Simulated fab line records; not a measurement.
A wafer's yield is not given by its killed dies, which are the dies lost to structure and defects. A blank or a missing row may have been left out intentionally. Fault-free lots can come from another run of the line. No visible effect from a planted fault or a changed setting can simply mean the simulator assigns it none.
Split-lot trial    flow n5-finfet    21 wafers read from 7 lots, route of 1938 steps

== ABOUT THE SPLIT ==
At N5_HKMG_FIN_ETCH_58 (etches SOC in N2/H2, target depth 215.8 nm, time 741 s), the setting source-w was moved away from the recipe's 875 W on 8 of the 21 wafers read, by -11.3% to +13.9%. The other wafers ran this setting at the recipe's value.

The reading is taken at the split's own step.

== THE READING ==
rf-vpp-V, in V, at N5_HKMG_FIN_ETCH_58 (etches SOC in N2/H2, target depth 215.8 nm, time 741 s). Fault-free wafers of this fab line usually give 99.3 V, standard deviation 0.88 V.

wafer   tool, chamber at the split  source-w as run, W  against the recipe  rf-vpp-V, V  against lot-mates on the recipe
L076.3  rie-diel-06, 2              875                 recipe              99.9         -
L076.4  rie-diel-06, 0              875                 recipe              100.2        -
L076.5  rie-diel-06, 0              776.3               -11.3%              103.1        +3.0
L079.1  rie-diel-02, 1              952.7               +8.9%               94.4         -5.3
L079.5  rie-diel-02, 3              875                 recipe              99.9         -
L079.6  rie-diel-02, 1              875                 recipe              99.5         -
L086.1  rie-diel-02, 2              875                 recipe              98.8         -
L086.4  rie-diel-02, 3              875                 recipe              98.9         -
L086.6  rie-diel-02, 1              950.1               +8.6%               96.1         -2.8
L087.4  rie-diel-02, 2              950.4               +8.6%               96.2         -3.2
L087.5  rie-diel-02, 3              875                 recipe              99.6         -
L087.6  rie-diel-02, 2              875                 recipe              99.2         -
L088.1  rie-diel-01, 3              791                 -9.6%               101.6        +2.1
L088.5  rie-diel-01, 3              791                 -9.6%               102.2        +2.7
L088.6  rie-diel-01, 0              875                 recipe              99.5         -
L096.1  rie-diel-01, 0              875                 recipe              97.3         -
L096.2  rie-diel-01, 3              996.2               +13.9%              96.1         -1.2
L096.6  rie-diel-01, 1              996.2               +13.9%              94.6         -2.7
L097.1  rie-diel-01, 2              875                 recipe              98.7         -
L097.3  rie-diel-01, 1              875                 recipe              100.1        -
L097.6  rie-diel-01, 1              875                 recipe              99.7         -

FIT RESULTS
A straight line over all 21 wafers: rf-vpp-V changes by -0.323 V for each +1% of source-w; r = -0.93; the points scatter about the line by 0.85 V.
The same after taking each lot's own level away (the mean of its wafers on the recipe; 21 wafers): -0.251 V for each +1%; r = -0.87; scatter 0.97 V.
That fit puts the effect of the largest move of source-w on the reading at 3.5 V.
From 97.30 to 100.05 V: that is the span of the lots' own levels, equal to 3.1 times the standard deviation above.
So the slope is not independent of the lot-to-lot level: the two fits are not the same.
Check: -4.24 V against its lot-mates is what the line predicts for one of the wafers moved furthest among these (+13.9%) when that wafer is left out of the fit. Against them it came out at -1.2 V.
Tool readings at the split's step, against how far the setting was moved: rf-vpp-V r = -0.93.

== THESE WAFERS: OTHER SPLITS ==
Other splits were also applied to these wafers ahead of the reading. Each is held against what the fit with the lots' levels taken away leaves over:
other split on the same wafers  wafers away from the commonest value  r with rf-vpp-V (lot level and that fit taken away)
N5_SDB_EXPOSE_08 dose-mj        6                                     -0.13
N5_HKMG_FIN_ETCH_55 bias-w      8                                     +0.18

== THE WHOLE CHAIN: every reading that the file lists as answering this split, in the file's order ==
step                 what it does                                            reading                                                                          change (the file's fit)               r (the file's)
N5_HKMG_FIN_ETCH_58  etches SOC in N2/H2, target depth 215.8 nm, time 741 s  rf-vpp-V                                                                         -0.288 V for each +1% of the setting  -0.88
N5_HKMG_FIN_ETCH_58  etches SOC in N2/H2, target depth 215.8 nm, time 741 s  SOC_of_HKMG_FIN_COAT_41.thk-nm (the simulator's own value, which no gauge read)  -2.04 nm for each +1% of the setting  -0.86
N5_HKMG_FIN_ETCH_58  etches SOC in N2/H2, target depth 215.8 nm, time 741 s  etch.depth-nm (the simulator's own value, which no gauge read)                   +2.03 nm for each +1% of the setting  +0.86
N5_HKMG_FIN_ETCH_58  etches SOC in N2/H2, target depth 215.8 nm, time 741 s  HKMG_FIN.feature-depth-nm (the simulator's own value, which no gauge read)       +2.03 nm for each +1% of the setting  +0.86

== FILE'S OWN FIT ==
rf-vpp-V changes by -0.288 V for each +1% of source-w, r = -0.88.
